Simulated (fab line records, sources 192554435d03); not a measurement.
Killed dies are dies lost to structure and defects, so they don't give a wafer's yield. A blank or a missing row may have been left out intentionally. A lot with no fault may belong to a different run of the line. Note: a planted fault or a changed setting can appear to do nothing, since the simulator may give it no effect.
fab line records -- flow n5-finfet
record: lots: 4, wafers: 12, last-day: 17
route steps=1938 shown BEOL_M0_SAQP@668 BEOL_M0_CUTY@701 BEOL_M4@1111
lots untouched by any fault: they come from a run of this same line in which no faults occurred
start-h: hours from the record's first day to the start of the lot's first wafer shown -- wait-h: hours elapsed since this lot's preceding step -- " as in the row above -- L1.1+2: several wafers, shown together as one row -- - no value, or no start given -- * or withheld: withheld -- < > ~ a bound
route shown NAME@n: NAME is a module with steps in the file, n the number in the route of the first one -- usual: mean and standard deviation over wafers with no fault -- same: alike in all rows -- chamber/n: place in a boat -- sites: each site's reading -- _std_site: the standard deviation of these -- _edge_site: the outer-site mean with the inner-site mean subtracted -- radius-mm: for every site, how far away it sits from the centre of the wafer -- mask NAME#n: copy n -- behind: the most recent tool/chamber to have shaped the wafer -- hold: what put the lot on hold/how long, in hours/how the hold closed -- device: whichever transistor did not switch (one of n, p or np) -- end of line: the tests these same wafers got at the end of their route -- step lacking rows: just its recipe -- killed: count of dies lost to structure and defects at first sort (not the wafer's yield) -- map: a wafer's dies, marking killed ones x, the rest . and places with no die _
set.NAME: the setting the step ran with; set.NAME@STEP: the setting that earlier step ran with -- model.NAME: the simulator's own value behind a step, which no gauge read
lots at some steps of the route; a table a step, a row a wafer
services: a tool's chamber out of use, with start hour (start-h, from the record's first day; less than 0 if before it), hours out, and reason
== steps ==
step: N5_BEOL_M0_SAQP_ETCH_102
recipe: chemistry: CF4, target: SiO2, target-depth-a: 40, ion-energy-ev: 350, time-s: 4.4, pressure-mtorr: 10, icp-w: 800, bias-w: 400, cf4-flow-sccm: 80
step: N5_BEOL_M0_SAQP_MANDREL_ETCH_103
recipe: chemistry: HBr/Cl2, target: a-Si, target-depth-a: 450, bt-time-s: 10, stop-on: SiCN, mask-material: SiO2, over-etch-frac: 0.8, time-s: 27, pressure-mtorr: 10, icp-w: 800, bias-w: 75, HBr_flow_sccm: 150, Cl2_flow_sccm: 80, ends: end-point
step: N5_BEOL_M0_SAQP_RECESS_104
recipe: chemistry: HF/NH3, target: SiO2, target-depth-a: 180, afs-cycles: 3, temp-c: 30, sublimation-temp-c: 180, sublimation-time-s: 60
step: N5_BEOL_M0_SAQP_COAT_105
recipe: resist: SOC, temp-c: 250, time-s: 60, spin-rpm: 1500, resist-thk-nm: 100
step: N5_BEOL_M0_SAQP_ETCH_106
recipe: chemistry: N2/H2, target: SOC, target-depth-a: 1500, stop-on: SiNx, ion-energy-ev: 100, bias-w: 61, pressure-mtorr: 30, source-w: 850, n2-flow-sccm: 200, h2-flow-sccm: 200
step: N5_BEOL_M0_SAQP_ETCH_107
recipe: chemistry: CH3F/O2, target: SiNx, target-depth-a: 300, mask-material: SOC, pressure-mtorr: 30, source-w: 395, bias-w: 73, Ar_flow_sccm: 150, CH3F_flow_sccm: 30, O2_flow_sccm: 20, ion-energy-ev: 120
step: N5_BEOL_M0_SAQP_STRIP_108
recipe: chemistry: N2/H2, power-w: 500, temp-c: 40, pressure-mtorr: 50, rf-frequency-hz: 6e+07, overash-fraction: 0.3, bias-power-w: 28, h2-frac: 0.5, n2-flow-sccm: 300, h2-flow-sccm: 300
step: N5_BEOL_M0_SAQP_RECESS_109
recipe: chemistry: HF/NH3, target: SiO2, target-depth-a: 30, afs-cycles: 1, temp-c: 30, sublimation-temp-c: 180, sublimation-time-s: 60
step: N5_BEOL_M0_SAQP_SPACER2_ALD_26
recipe: material: SiO2, target-thk-a: 150, temp-c: 300, ald-precursor-family: BDEAS, ald-co-reactant: O2-plasma, pulse-time-s: 1, purge-time-s: 2, co-reactant-purge-time-s: 2, pressure-torr: 2
step: N5_BEOL_M0_SAQP_SPACER2_ETCHBACK_27
recipe: chemistry: CHF3/O2, mode: anisotropic-etchback, target: SiO2, target-depth-a: 225, time-s: 11.25, pressure-mtorr: 30, source-w: 650, bias-w: 170, Ar_flow_sccm: 200, CHF3_flow_sccm: 50, O2_flow_sccm: 5, ion-energy-ev: 200
step: N5_BEOL_M0_SAQP_MANDREL2_REMOVE_110
recipe: chemistry: HBr/Cl2/O2, bt-time-s: 10, target: a-Si, stop-on: SiCN, endpoint: OES-SiCl, over-etch-frac: 1, icp-w: 600, bias-w: 30, HBr_flow_sccm: 150, Cl2_flow_sccm: 80, O2_flow_sccm: 5, pressure-mtorr: 10
step: N5_BEOL_M0_SAQP_COAT_69
recipe: resist: SOC, temp-c: 250, time-s: 60, spin-rpm: 1500, resist-thk-nm: 90
usual: spin-speed-rpm: 1500.2/1.1
lot.wafer,tool,chamber,start-h,wait-h,spin-speed-rpm,model.SOC_of_BEOL_M0_SAQP_COAT_69.thk-nm
L312.2,litho-track-03,0,149.65,0.0,1712.5,84.4
L312.4,litho-track-03,0,149.65,0.0,1713.0,84.4
L312.6,litho-track-03,0,149.65,0.0,1714.1,84.6
L314.2,litho-track-03,0,169.33,0.0,1713.2,84.6
L314.3,litho-track-03,0,169.33,0.0,1714.5,84.4
L314.4,litho-track-03,0,169.33,0.0,1713.0,84.6
L320.2,litho-track-04,0,198.76,0.0,1500.5,89.4
L320.3,litho-track-04,0,198.76,0.0,1499.1,89.4
L320.5,litho-track-04,0,198.76,0.0,1501.4,89.4
L327.1,litho-track-03,0,244.09,0.0,1499.7,89.8
L327.5,litho-track-03,0,244.09,0.0,1500.6,90
L327.6,litho-track-03,0,244.09,0.0,1500.3,90
step: N5_BEOL_M0_SAQP_COAT_72
recipe: resist: SiARC, temp-c: 220, time-s: 60, spin-rpm: 1500, resist-thk-nm: 15
step: N5_BEOL_M0_SAQP_COAT_87
recipe: resist: underlayer, temp-c: 205, time-s: 60, spin-rpm: 1500, resist-thk-nm: 5
step: N5_BEOL_M0_SAQP_COAT_34
recipe: resist: CAR-EUV, spin-rpm: 1500, resist-thk-nm: 30
step: N5_BEOL_M0_SAQP_EBR_36
recipe: solvent: PGMEA, ebr-width-mm: 1.5
step: N5_BEOL_M0_SAQP_SOFTBAKE_35
recipe: temp-c: 110, time-s: 60, resist: CAR-EUV
step: N5_BEOL_M0_SAQP_EXPOSE_37
recipe: mask-id: M0_CUT1, na: 0.33, source-shape: annular, sigma-inner: 0.35, sigma-outer: 0.8, polarization: unpolarized, target-cd-nm: 30, dose-mj: 44.75
step: N5_BEOL_M0_SAQP_PEB_38
recipe: peb-temp-c: 100, peb-time-s: 60, resist: CAR-EUV
step: N5_BEOL_M0_SAQP_DEVELOP_39
recipe: develop-time-s: 30, developer: TMAH, resist: CAR-EUV, rinse-liquid: surfactant-rinse, dry: air-spin, dev-temp-c: 23
step: N5_BEOL_M0_SAQP_DESCUM_45
recipe: chemistry: O2, time-s: 7, source-power-w: 50, bias-power-w: 20, pressure-mtorr: 20, rf-frequency-hz: 2.712e+07, temp-c: 40, resist: CAR-EUV, o2-flow-sccm: 225
step: N5_BEOL_M0_SAQP_ETCH_88
recipe: chemistry: N2/H2, target: underlayer, target-depth-a: 65, time-s: 5.2, ion-energy-ev: 200, mask-material: CAR-EUV, pressure-mtorr: 30, source-w: 840, bias-w: 150, n2-flow-sccm: 200, h2-flow-sccm: 200, ends: cleared
step: N5_BEOL_M0_SAQP_ETCH_73
recipe: chemistry: CF4, target: SiARC, target-depth-a: 195, mask-material: CAR-EUV, time-s: 32.5, ion-energy-ev: 80, pressure-mtorr: 40, source-w: 545, bias-w: 36, Ar_flow_sccm: 100, cf4-flow-sccm: 100, ends: cleared
step: N5_BEOL_M0_SAQP_CUT_ETCH_46
recipe: chemistry: N2/H2, target: SOC, target-depth-a: 1350, overetch-a: 270, temp-c: 40, time-s: 202.5, ion-energy-ev: 200, mask-material: SiARC, pressure-mtorr: 30, source-w: 840, bias-w: 150, n2-flow-sccm: 200, h2-flow-sccm: 200
step: N5_BEOL_M0_SAQP_STRIP_74
recipe: chemistry: N2/H2, temp-c: 40, n2-flow-sccm: 200, h2-flow-sccm: 200, rf-frequency-hz: 6e+07
step: N5_BEOL_M0_SAQP_STRIP_89
recipe: chemistry: N2/H2, temp-c: 40, n2-flow-sccm: 200, h2-flow-sccm: 200, rf-frequency-hz: 6e+07
step: N5_BEOL_M0_SAQP_ALD_48
recipe: material: SiO2, target-thk-a: 200, temp-c: 100, ald-precursor-family: BDEAS, ald-co-reactant: O2-plasma, pulse-time-s: 1, co-reactant-pulse-time-s: 1, purge-time-s: 2, co-reactant-purge-time-s: 2, ald-cycles: 139, pressure-torr: 2
step: N5_BEOL_M0_SAQP_ETCH_49
recipe: chemistry: CF4/O2, target-depth-a: 370, target: SiO2, pressure-mtorr: 40, source-w: 535, bias-w: 49, Ar_flow_sccm: 100, cf4-flow-sccm: 100, O2_flow_sccm: 10, ion-energy-ev: 100
usual: bias-w: 49.01/0.14, drypump-motor-current-A: 5.8/0.56, oes-product-au: 0.79/0.099, rf-vpp-V: 241/3, showerhead-plenum-p-Torr: 2.22/0.083, throttle-valve-pct: 15.82/0.21
lot.wafer,tool,chamber,start-h,wait-h,bias-w,drypump-motor-current-A,oes-product-au,rf-hours-counter-h,rf-vpp-V,showerhead-plenum-p-Torr,throttle-valve-pct,model.SOC_of_BEOL_M0_SAQP_COAT_69.thk-nm
L312.2,rie-diel-01,2,150.85,0.3,49.20,6.6,0.68,241,241,2.17,16.21,65.4
L312.4,rie-diel-01,2,150.85,0.3,49.22,6.6,0.67,-,240,2.17,16.20,65.2
L312.6,rie-diel-01,3,150.85,0.3,48.75,6.2,0.79,-,245,2.13,15.63,65.2
L314.2,rie-diel-04,2,170.59,0.3,49.10,6.1,0.70,224,241,2.18,16.05,65.6
L314.3,rie-diel-04,1,170.59,0.3,48.75,5.4,0.97,4,241,2.26,15.67,64.6
L314.4,rie-diel-04,0,170.59,0.3,48.78,5.4,0.78,153,240,2.29,15.99,65.2
L320.2,rie-diel-03,0,201.27,0.3,49.26,5.1,0.73,173,237,2.12,15.77,70
L320.3,rie-diel-03,3,201.27,0.3,48.89,6.4,0.91,17,245,2.34,15.48,70
L320.5,rie-diel-03,3,201.27,0.3,48.95,6.4,0.91,-,245,2.34,15.48,69.8
L327.1,rie-diel-01,2,246.82,0.3,48.85,6.6,0.93,11,240,2.16,15.72,70.2
L327.5,rie-diel-01,0,246.82,0.3,49.02,5.8,0.89,-,237,2.33,15.60,70.4
L327.6,rie-diel-01,1,246.82,0.3,49.11,4.7,0.92,-,242,2.25,15.75,70.4
step: N5_BEOL_M0_SAQP_STRIP_75
recipe: chemistry: CF4, resist: SiARC, power-w: 300, bias-power-w: 75, pressure-mtorr: 50, cf4-flow-sccm: 150, rf-frequency-hz: 6e+07
step: N5_BEOL_M0_CUTY_COAT_50
recipe: resist: SiARC, temp-c: 220, time-s: 60, spin-rpm: 1500, resist-thk-nm: 15
step: N5_BEOL_M0_CUTY_COAT_51
recipe: resist: CAR-ArF-block, spin-rpm: 1500, resist-thk-nm: 150
step: N5_BEOL_M0_CUTY_EBR_52
recipe: solvent: PGMEA, ebr-width-mm: 1.5
step: N5_BEOL_M0_CUTY_SOFTBAKE_53
recipe: temp-c: 110, time-s: 60, resist: CAR-ArF-block
step: N5_BEOL_M0_CUTY_EXPOSE_54
recipe: mask-id: M0_ABLK, na: 1.35, source-shape: conventional, sigma-outer: 0.8, polarization: unpolarized, dose-mj: 36
step: N5_BEOL_M0_CUTY_PEB_55
recipe: peb-temp-c: 110, peb-time-s: 60, resist: CAR-ArF-block
step: N5_BEOL_M0_CUTY_DEVELOP_56
recipe: develop-time-s: 30, developer: TMAH, resist: CAR-ArF-block, rinse-liquid: diw, dry: air-spin, dev-temp-c: 23
step: N5_BEOL_M0_CUTY_ETCH_63
recipe: chemistry: N2/H2, target: SOC, target-depth-a: 827, overetch-a: 165, mask-material: SiARC, temp-c: 40, ion-energy-ev: 200, time-s: 124, pressure-mtorr: 30, source-w: 840, bias-w: 150, n2-flow-sccm: 200, h2-flow-sccm: 200
usual: bias-w: 149.9/0.42, drypump-motor-current-A: 5.8/0.49, oes-product-au: 0.65/0.073, rf-vpp-V: 524.9/2.8, showerhead-plenum-p-Torr: 2.58/0.096, throttle-valve-pct: 17.85/0.29
lot.wafer,tool,chamber,start-h,wait-h,bias-w,drypump-motor-current-A,oes-product-au,rf-hours-counter-h,rf-vpp-V,showerhead-plenum-p-Torr,throttle-valve-pct,model.etch.depth-nm
L312.2,rie-diel-02,0,151.92,0.0,150.1,6.4,0.60,163,524.8,2.54,17.56,65.47
L312.4,rie-diel-02,2,151.92,0.0,150.1,5.9,0.59,181,525.2,2.64,17.78,65.3
L312.6,rie-diel-02,3,151.92,0.0,149.4,5.8,0.54,-,523.3,2.51,17.88,65.1
L314.2,rie-diel-02,2,171.26,0.0,150.6,5.9,0.58,190,526.5,2.63,17.82,65.51
L314.3,rie-diel-02,1,171.26,0.0,150.4,6.6,0.64,78,528.3,2.69,17.55,64.57
L314.4,rie-diel-02,0,171.26,0.0,149.3,6.4,0.59,171,523.1,2.53,17.56,65.26
L320.2,rie-diel-05,3,201.81,0.0,150.2,4.9,0.57,205,525.7,2.64,17.95,70.07
L320.3,rie-diel-05,0,201.81,0.0,149.4,5.9,0.73,33,521.2,2.48,17.49,69.93
L320.5,rie-diel-05,1,201.81,0.0,150.2,5.2,0.66,-,525.3,2.58,18.12,69.8
L327.1,rie-diel-02,2,247.48,0.0,149.9,5.9,0.58,219,525.8,2.62,17.86,70.2
L327.5,rie-diel-02,3,247.48,0.0,149.8,5.8,0.78,-,522.5,2.50,17.51,70.43
L327.6,rie-diel-02,0,247.48,0.0,149.8,6.3,0.59,-,524.1,2.52,17.63,70.37
step: N5_BEOL_M4_RC_MEAS_101
usual: DIBL_N: 35.9/1.4, DIBL_P: 35.9/1.7, IOFF_N: 0.155/0.023, IOFF_P: 0.201/0.029, ION_N: 672/8.8, ION_P: 460/7, SS_N: 71.6/0.48, SS_P: 73.1/0.64, VT_N: 250.0/3, VT_P: -251.6/3
lot.wafer,tool,chamber,start-h,wait-h,DIBL_N[mV/V],DIBL_P[mV/V],IOFF_N[nA/um],IOFF_P[nA/um],ION_N[uA/um],ION_P[uA/um],SS_N[mV/dec],SS_P[mV/dec],VT_N[mV],VT_P[mV]
L312.2,prober-01,0,202.22,0.2,36.9,38.2,0.183,0.197,681,455,71.2,74.0,247.5,-254.0
L312.4,prober-01,0,202.22,0.2,35.1,36.5,0.151,0.170,669,454,71.2,72.7,251.0,-257.4
L312.6,prober-01,0,202.22,0.2,36.3,37.8,0.163,0.192,675,452,72.1,73.1,249.7,-253.4
L314.2,prober-01,0,224.34,0.2,36.5,36.7,0.164,0.180,666,454,70.9,73.1,248.0,-254.2
L314.3,prober-01,0,224.34,0.2,39.5,40.3,0.239,0.238,688,459,72.3,74.1,241.2,-250.3
L314.4,prober-01,0,224.34,0.2,36.0,35.5,0.149,0.167,663,444,71.4,72.6,247.5,-255.5
L320.2,prober-01,0,252.21,0.2,36.8,36.7,0.185,0.249,686,468,71.7,73.3,244.7,-246.1
L320.3,prober-01,0,252.21,0.2,36.7,36.6,0.178,0.247,675,466,71.5,73.5,247.9,-248.8
L320.5,prober-01,0,252.21,0.2,36.7,36.6,0.183,0.241,679,472,72.0,72.8,245.7,-248.7
L327.1,prober-01,0,304.23,0.0,35.2,36.3,0.178,0.210,670,457,71.9,73.7,245.9,-247.7
L327.5,prober-01,0,304.23,0.0,34.9,35.6,0.163,0.206,677,464,71.5,73.9,247.7,-251.7
L327.6,prober-01,0,304.23,0.0,34.4,35.6,0.162,0.198,666,454,71.1,73.4,247.2,-248.7
== services ==
tool,chamber,start-h,hours,kind
rie-diel-01,1,144.70,-,clean
rie-diel-01,1,144.70,-,consumable-replace:focus-ring
rie-diel-01,1,144.70,16.8,scheduled-down
rie-diel-01,1,144.70,16.8,vent-cycle
rie-diel-04,1,149.68,-,clean
rie-diel-04,1,149.68,-,consumable-replace:focus-ring
rie-diel-04,1,149.68,11.9,scheduled-down
rie-diel-04,1,149.68,11.9,vent-cycle
rie-diel-04,0,161.53,6.6,repair
rie-diel-03,1,175.27,12.3,repair
rie-diel-01,2,178.99,-,clean
rie-diel-01,2,178.99,-,consumable-replace:focus-ring
rie-diel-01,2,178.99,18.5,scheduled-down
rie-diel-01,2,178.99,18.5,vent-cycle
rie-diel-04,3,193.45,8.9,repair
rie-diel-04,-,211.67,2.8,pm
rie-diel-01,-,217.33,9.7,repair
rie-diel-04,-,217.33,2.1,repair
rie-diel-02,3,221.54,-,clean
rie-diel-02,3,221.54,-,consumable-replace:focus-ring
rie-diel-01,-,229.97,2.8,pm
rie-diel-04,1,239.23,6.4,repair
rie-diel-04,2,247.20,-,clean
rie-diel-04,2,247.20,-,consumable-replace:focus-ring
== key ==
first-sign: step: N5_BEOL_M0_SAQP_COAT_69, reading: spin-speed-rpm, direction: up, sigmas: 99+, usual: *, struck: *
effect none on later readings
model-effect: step: N5_BEOL_M0_SAQP_COAT_69, value: SOC_of_BEOL_M0_SAQP_COAT_69.thk-nm, without: 90.23, struck: 84.5
model-effect: step: N5_BEOL_M0_SAQP_ETCH_49, value: SOC_of_BEOL_M0_SAQP_COAT_69.thk-nm, without: 70.93, struck: 65.2
model-effect: step: N5_BEOL_M0_CUTY_ETCH_63, value: etch.depth-nm, without: 70.98, struck: 65.2
met-at N5_BEOL_M0_SAQP_COAT_69
struck-wafers L312.2,L312.4,L312.6,L314.2,L314.3,L314.4
fault: kind: process-parameter-drift, tool: litho-track-03, chamber: -, onset-h: 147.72, steps: N5_BEOL_M0_SAQP_COAT_69, channel: spin-rpm, offset: *, shape: step, end-h: 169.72, acts-in: *, stated: *
